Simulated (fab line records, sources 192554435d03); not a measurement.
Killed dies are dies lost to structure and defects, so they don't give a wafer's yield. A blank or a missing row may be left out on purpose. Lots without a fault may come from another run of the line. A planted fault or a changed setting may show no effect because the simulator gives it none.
Which tool did it? | flow n5_finfet | 7 lots, 21 wafers sampled, at 6 steps of a route of 1938

WHAT THE GAUGES READ, wafer by wafer
N5_BEOL_M4_RC_MEAS_101. Usual: DIBL_N 35.7 mV/V, standard deviation 1.3; DIBL_P 35.4 mV/V, standard deviation 1.8; IOFF_N 0.152 nA/um, standard deviation 0.027; IOFF_P 0.20 nA/um, standard deviation 0.034; ION_N 672 uA/um, standard deviation 9.8; ION_P 461 uA/um, standard deviation 7.5; SS_N 71.4 mV/dec, standard deviation 0.55; SS_P 73.1 mV/dec, standard deviation 0.61; VT_N 251 mV, standard deviation 3.3; VT_P -251 mV, standard deviation 3.6.
lot  | measured     | on        | DIBL_N (mV/V)  | DIBL_P (mV/V)  | IOFF_N (nA/um)    | IOFF_P (nA/um) | ION_N (uA/um) | ION_P (uA/um) | SS_N (mV/dec)  | SS_P (mV/dec)  | VT_N (mV)   | VT_P (mV)      | flag
L516 | day 9 08:35  | prober-02 | 35.7 35.7 35.1 | 36.7 36.7 36.3 | 0.162 0.163 0.152 | 0.23 0.23 0.22 | 680 678 678   | 468 467 467   | 71.3 71.4 71.0 | 72.6 72.1 73.0 | 247 247 249 | -247 -248 -247 |
L520 | day 10 11:20 | prober-02 | 37.7 35.7 34.8 | 38.4 35.6 34.8 | 0.186 0.148 0.139 | 0.26 0.22 0.21 | 680 662 677   | 466 463 465   | 72.5 71.3 70.7 | 74.4 73.1 73.3 | 250 250 250 | -245 -248 -248 |
L521 | day 10 20:56 | prober-02 | 37.6 37.1 36.1 | 35.4 35.1 34.5 | 0.182 0.195 0.168 | 0.22 0.23 0.21 | 679 686 684   | 466 469 468   | 71.1 70.6 70.3 | 72.9 73.9 73.2 | 245 244 244 | -248 -245 -248 |
L527 | day 12 15:07 | prober-01 | 34.7 33.4 35.4 | 33.2 31.7 35.0 | 0.143 0.122 0.164 | 0.19 0.17 0.21 | 674 666 676   | 463 462 469   | 72.2 71.8 72.1 | 73.0 73.3 73.5 | 252 254 252 | -249 -251 -249 |
L528 | day 12 16:40 | prober-02 | 39.0 38.2 37.7 | 38.9 37.8 37.7 | 0.201 0.196 0.175 | 0.28 0.27 0.26 | 685 691 677   | 474 479 472   | 71.8 72.4 71.4 | 74.3 74.4 74.6 | 246 248 248 | -246 -244 -244 |
L532 | day 13 20:10 | prober-01 | 34.3 36.4 35.3 | 34.6 36.6 35.2 | 0.123 0.150 0.124 | 0.18 0.20 0.17 | 663 673 667   | 458 464 456   | 71.2 71.5 71.2 | 72.0 73.5 72.7 | 253 250 253 | -252 -250 -251 |
L533 | day 14 06:29 | prober-02 | 34.8 33.8 35.4 | 33.5 32.4 34.7 | 0.121 0.104 0.132 | 0.19 0.17 0.20 | 674 653 668   | 459 457 467   | 70.5 70.8 71.3 | 73.0 72.3 73.0 | 254 259 252 | -252 -253 -249 |

WHICH TOOL RAN EACH LOT (tool, then ch and the chambers of the sampled wafers, then the start)
lot  | N5_FIN_SAQP_PECVD_48           | N5_FIN_SAQP_SPACER1_ETCHBACK_25   | N5_FIN_SAQP_MANDREL1_REMOVE_56  | N5_FIN_SAQP_ETCH_57               | N5_FIN_SAQP_ETCH_67
L516 | pecvd-02 ch 0,1,2, day 3 11:06 | rie_diel-01 ch 0,2,3, day 3 13:50 | rie_si-01 ch 1,2, day 3 13:55   | rie_diel-06 ch 1,2, day 3 14:05   | rie_diel-01 ch 0,1, day 3 15:02
L520 | pecvd-02 ch 1,2, day 4 10:23   | rie_diel-01 ch 1,2, day 4 13:13   | rie_si-01 ch 1,3, day 4 13:18   | rie_diel-06 ch 0,3, day 4 13:28   | rie_diel-01 ch 1,2,3, day 4 14:12
L521 | pecvd-04 ch 0,1, day 4 16:40   | rie_diel-06 ch 0,1,2, day 4 19:06 | rie_si-01 ch 0,2,3, day 4 19:11 | rie_diel-05 ch 0,1,2, day 4 19:23 | rie_diel-01 ch 0,2,3, day 4 20:08
L527 | pecvd-02 ch 1,2, day 6 02:46   | rie_diel-05 ch 2,3, day 6 05:38   | rie_si-05 ch 0,1, day 6 05:46   | rie_diel-05 ch 2,3, day 6 05:55   | rie_diel-06 ch 1,2, day 6 06:41
L528 | pecvd-02 ch 1,2, day 6 09:51   | rie_diel-05 ch 0,1,2, day 6 12:43 | rie_si-01 ch 0,2,3, day 6 12:48 | rie_diel-06 ch 0,2,3, day 6 13:10 | rie_diel-06 ch 0,2,3, day 6 13:54
L532 | pecvd-04 ch 0,1,2, day 7 09:17 | rie_diel-05 ch 1,2,3, day 7 13:51 | rie_si-01 ch 1,3, day 7 13:56   | rie_diel-05 ch 0,1, day 7 14:06   | rie_diel-01 ch 0,1,2, day 7 14:50
L533 | pecvd-04 ch 0,1,2, day 7 16:50 | rie_diel-01 ch 0,1,3, day 7 20:10 | rie_si-05 ch 0,2, day 7 20:16   | rie_diel-05 ch 2,3, day 7 20:25   | rie_diel-06 ch 0,1,3, day 7 21:09
- N5_FIN_SAQP_PECVD_48: deposits SiNx from SiH4/NH3/N2, target thk 25 nm, time 22.1 s.
- N5_FIN_SAQP_SPACER1_ETCHBACK_25: etches SiO2 in CHF3/O2, target depth 24.4 nm, time 12.2 s.
- N5_FIN_SAQP_MANDREL1_REMOVE_56: chemistry HBr/Cl2/O2, target a-Si, stops on SiNx, bt time 10 s.
- N5_FIN_SAQP_ETCH_57: etches SiNx in CH3F/O2, target depth 32.5 nm, time 46.4 s.
- N5_FIN_SAQP_ETCH_67: etches SiNx in CH3F/O2, target depth 30 nm.

WHAT THE TOOLS THEMSELVES READ (means of the sampled wafers that have a number; where no wafer has one, the mark that the record gives instead)
N5_FIN_SAQP_PECVD_48. Usual: chamber_pressure_Torr 1.4993 Torr, standard deviation 0.003; heater_power_w 754 W, standard deviation 130; showerhead_plenum_p_Torr 5.11 Torr, standard deviation 0.089; throttle_valve_pct 38.8 %, standard deviation 1.8.
lot  | tool     | chamber_pressure_Torr (Torr) | heater_power_w (W) | showerhead_plenum_p_Torr (Torr) | throttle_valve_pct (%) | flag
L516 | pecvd-02 | 1.5041                       | 779                | 5.08                            | 36.6                   |
L520 | pecvd-02 | 1.4991                       | 744                | 5.08                            | 36.5                   |
L521 | pecvd-04 | 1.4995                       | 595                | 5.06                            | 38.8                   |
L527 | pecvd-02 | 1.4998                       | 805                | 5.12                            | 36.3                   |
L528 | pecvd-02 | 1.5001                       | 768                | 5.12                            | 36.4                   |
L532 | pecvd-04 | 1.4989                       | 684                | 5.12                            | 39.5                   |
L533 | pecvd-04 | 1.5012                       | 702                | 5.13                            | 39.7                   |

N5_FIN_SAQP_SPACER1_ETCHBACK_25. Usual: bias_w 170.0 W, standard deviation 0.52; drypump_motor_current_A 5.6 A, standard deviation 0.42; oes_o_777_au 0.80 a.u., standard deviation 0.09; oes_product_au 0.80 a.u., standard deviation 0.097; rf_vpp_V 522 V, standard deviation 4.1; showerhead_plenum_p_Torr 2.41 Torr, standard deviation 0.08; throttle_valve_pct 18.93 %, standard deviation 0.27.
lot  | tool        | bias_w (W) | drypump_motor_current_A (A) | oes_o_777_au (a.u.) | oes_product_au (a.u.) | rf_vpp_V (V) | showerhead_plenum_p_Torr (Torr) | throttle_valve_pct (%) | flag
L516 | rie_diel-01 | 170.0      | 5.6                         | 0.81                | 0.80                  | 520          | 2.36                            | 18.77                  |
L520 | rie_diel-01 | 169.9      | 5.4                         | 0.79                | 0.78                  | 520          | 2.35                            | 18.73                  |
L521 | rie_diel-06 | 169.7      | 5.6                         | 0.85                | 0.85                  | 521          | 2.51                            | 18.99                  |
L527 | rie_diel-05 | 170.6      | 5.5                         | 0.88                | 0.90                  | 523          | 2.42                            | 18.96                  |
L528 | rie_diel-05 | 170.5      | 5.7                         | 0.91                | 0.92                  | 520          | 2.39                            | 18.74                  |
L532 | rie_diel-05 | 170.3      | 5.6                         | 0.90                | 0.90                  | 524          | 2.46                            | 18.79                  |
L533 | rie_diel-01 | 169.9      | 5.7                         | 0.74                | 0.73                  | 522          | 2.37                            | 18.96                  |

N5_FIN_SAQP_MANDREL1_REMOVE_56. Usual: bias_w 22.01 W, standard deviation 0.076; drypump_motor_current_A 5.9 A, standard deviation 0.42; oes_o_777_au 0.998 a.u., standard deviation 0.027; oes_product_au 1.011 a.u., standard deviation 0.015; throttle_valve_pct 36.67 %, standard deviation 0.19.
lot  | tool      | bias_w (W) | drypump_motor_current_A (A) | oes_o_777_au (a.u.) | oes_product_au (a.u.) | throttle_valve_pct (%) | flag
L516 | rie_si-01 | 22.01      | 5.7                         | 0.982               | 1.003                 | 36.67                  |
L520 | rie_si-01 | 22.06      | 5.6                         | 0.992               | 1.016                 | 36.82                  |
L521 | rie_si-01 | 21.98      | 5.9                         | 0.978               | 1.006                 | 36.71                  |
L527 | rie_si-05 | 22.09      | 6.3                         | 0.986               | 1.017                 | 36.59                  |
L528 | rie_si-01 | 22.04      | 5.9                         | 0.984               | 1.006                 | 36.71                  |
L532 | rie_si-01 | 21.93      | 5.6                         | 0.991               | 1.001                 | 36.82                  |
L533 | rie_si-05 | 21.99      | 6.1                         | 1.034               | 1.024                 | 36.72                  |

N5_FIN_SAQP_ETCH_57. Usual: CH3F_flow_sccm 30.00 sccm, standard deviation 0.09; bias_w 72.97 W, standard deviation 0.2; drypump_motor_current_A 5.6 A, standard deviation 0.44; etch_rf_on_time_s 46.4 s, standard deviation 0.72; oes_o_777_au 0.82 a.u., standard deviation 0.098; oes_product_au 0.70 a.u., standard deviation 0.09; rf_vpp_V 296.6 V, standard deviation 2.4; showerhead_plenum_p_Torr 2.02 Torr, standard deviation 0.075; throttle_valve_pct 16.38 %, standard deviation 0.23.
lot  | tool        | CH3F_flow_sccm (sccm) | bias_w (W) | drypump_motor_current_A (A) | etch_rf_on_time_s (s) | oes_o_777_au (a.u.) | oes_product_au (a.u.) | rf_vpp_V (V) | showerhead_plenum_p_Torr (Torr) | throttle_valve_pct (%) | flag
L516 | rie_diel-06 | 29.90                 | 72.87      | 5.9                         | 46.3                  | 0.82                | 0.69                  | 293.6        | 2.04                            | 16.44                  |
L520 | rie_diel-06 | 30.04                 | 73.03      | 5.4                         | 46.5                  | 0.78                | 0.65                  | 298.9        | 2.09                            | 16.63                  |
L521 | rie_diel-05 | 30.00                 | 73.12      | 5.7                         | 46.8                  | 0.84                | 0.71                  | 296.2        | 1.99                            | 16.28                  |
L527 | rie_diel-05 | 29.96                 | 73.06      | 5.4                         | 50.7                  | 0.89                | 0.78                  | 296.5        | 2.01                            | 16.36                  | OFF
L528 | rie_diel-06 | 30.07                 | 72.62      | 5.4                         | 52.0                  | 0.77                | 0.65                  | 297.5        | 2.05                            | 16.57                  | OFF
L532 | rie_diel-05 | 30.02                 | 72.84      | 5.7                         | 47.0                  | 0.90                | 0.77                  | 296.3        | 1.99                            | 16.00                  |
L533 | rie_diel-05 | 29.89                 | 73.10      | 5.2                         | 45.7                  | 0.87                | 0.77                  | 299.3        | 2.07                            | 16.28                  |

N5_FIN_SAQP_ETCH_67. Usual: CH3F_flow_sccm 30.00 sccm, standard deviation 0.09; bias_w 73.00 W, standard deviation 0.22; drypump_motor_current_A 5.6 A, standard deviation 0.43; oes_o_777_au 0.80 a.u., standard deviation 0.092; oes_product_au 0.80 a.u., standard deviation 0.098; rf_vpp_V 296.3 V, standard deviation 2.3; showerhead_plenum_p_Torr 2.02 Torr, standard deviation 0.072; throttle_valve_pct 16.40 %, standard deviation 0.25.
lot  | tool        | CH3F_flow_sccm (sccm) | bias_w (W) | drypump_motor_current_A (A) | oes_o_777_au (a.u.) | oes_product_au (a.u.) | rf_vpp_V (V) | showerhead_plenum_p_Torr (Torr) | throttle_valve_pct (%) | flag
L516 | rie_diel-01 | 30.11                 | 72.89      | 6.0                         | 0.73                | 0.72                  | 295.2        | 2.00                            | 16.64                  |
L520 | rie_diel-01 | 29.95                 | 73.21      | 5.4                         | 0.80                | 0.79                  | 296.9        | 1.96                            | 16.17                  |
L521 | rie_diel-01 | 29.93                 | 73.15      | 5.6                         | 0.79                | 0.79                  | 296.1        | 1.96                            | 16.26                  |
L527 | rie_diel-06 | 30.12                 | 72.97      | 5.9                         | 0.79                | 0.78                  | 293.4        | 2.04                            | 16.50                  |
L528 | rie_diel-06 | 30.11                 | 73.04      | 5.4                         | 0.77                | 0.76                  | 296.7        | 2.05                            | 16.60                  |
L532 | rie_diel-01 | 29.98                 | 72.93      | 5.7                         | 0.73                | 0.73                  | 295.4        | 1.97                            | 16.48                  |
L533 | rie_diel-06 | 30.10                 | 73.10      | 5.6                         | 0.81                | 0.80                  | 296.8        | 2.10                            | 16.55                  |

THE ANSWER, worked out from the rows above alone
Rule: a lot is off if the mean of its wafers that have a number lies more than 3 standard deviations from the usual mean. A lot without any number at a reading at which 4 lots or more have one is off too. The other lots that the step has rows for count as sound. The gauges are gone through in route order, then the tools' own readings, and for those a lot's mean is taken as printed above. The first step at which some lot is off is used, and at that step the reading that is off furthest; a lot without a number counts as furthest.
Off: L527, L528, at N5_FIN_SAQP_ETCH_57 (etch_rf_on_time_s).
A tool fits if, at that step or a process step before it, it ran every lot that is off, and no sound lot after the first of them. One fits: pecvd-02 at N5_FIN_SAQP_PECVD_48. Its last sound lot is L520 (day 4 10:23), its first lot that is off L527 (day 6 02:46): a fault that began between those two fits.

WHAT THE SIMULATOR HAD PUT IN
Process parameter drift: pecvd-02, from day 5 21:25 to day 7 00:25, at N5_FIN_SAQP_PECVD_48. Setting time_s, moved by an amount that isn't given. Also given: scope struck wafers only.
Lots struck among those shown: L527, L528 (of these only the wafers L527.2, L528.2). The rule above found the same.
